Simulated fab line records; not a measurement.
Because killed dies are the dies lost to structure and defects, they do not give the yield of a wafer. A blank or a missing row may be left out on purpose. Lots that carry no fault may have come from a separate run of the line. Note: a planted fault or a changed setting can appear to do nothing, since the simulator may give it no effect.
Chamber matching	flow n5Finfet	N5_HKMG_FIN_ETCH_35 on rieDiel-04 has 4 sister chambers
The step etches SOC in N2/H2, target depth 215.8 nm, time 243.4 s. 4 wafers are shown with their chamber, then 9 later ones without.

## WAFERS PAIRED WITH THEIR CHAMBERS
wafer	chamber	drypumpMotorCurrentA (A)
L080.3	2	4.9
L089.2	3	5.6
L089.5	1	5.2
L089.6	0	5.9

## WAFERS WITH NO CHAMBER GIVEN
wafer	drypumpMotorCurrentA (A)
L092.1	5.2
L092.2	5.0
L092.5	5.9
L093.1	5.9
L093.4	5.2
L093.5	5.9
L097.2	5.6
L097.4	5.9
L097.5	5.6

## WHICH CHAMBER EACH WENT THROUGH
wafer	from the rows above	in truth
L092.1	1	1
L092.2	2	2
L092.5	0	0
L093.1	0	0
L093.4	1	1
L093.5	0	0
L097.2	3	3
L097.4	0	0
L097.5	3	3
Placed correctly: 9 of 9. From these rows, 0 cannot be placed. Number placed wrongly: 0.
How it was worked out, from the rows above alone: a wafer's distance from a chamber is the root of the sum, over the readings, of the square of ((its reading less the chamber's mean) divided by the reading's scatter). If the next closest chamber is less than 2 further off than the closest, the wafer can't be placed; otherwise it belongs to the closest. The mean given for a chamber averages the wafers shown for that chamber. The scatter: root of mean squared gap, hidden wafer to nearest shown wafer, with one shown wafer a chamber.
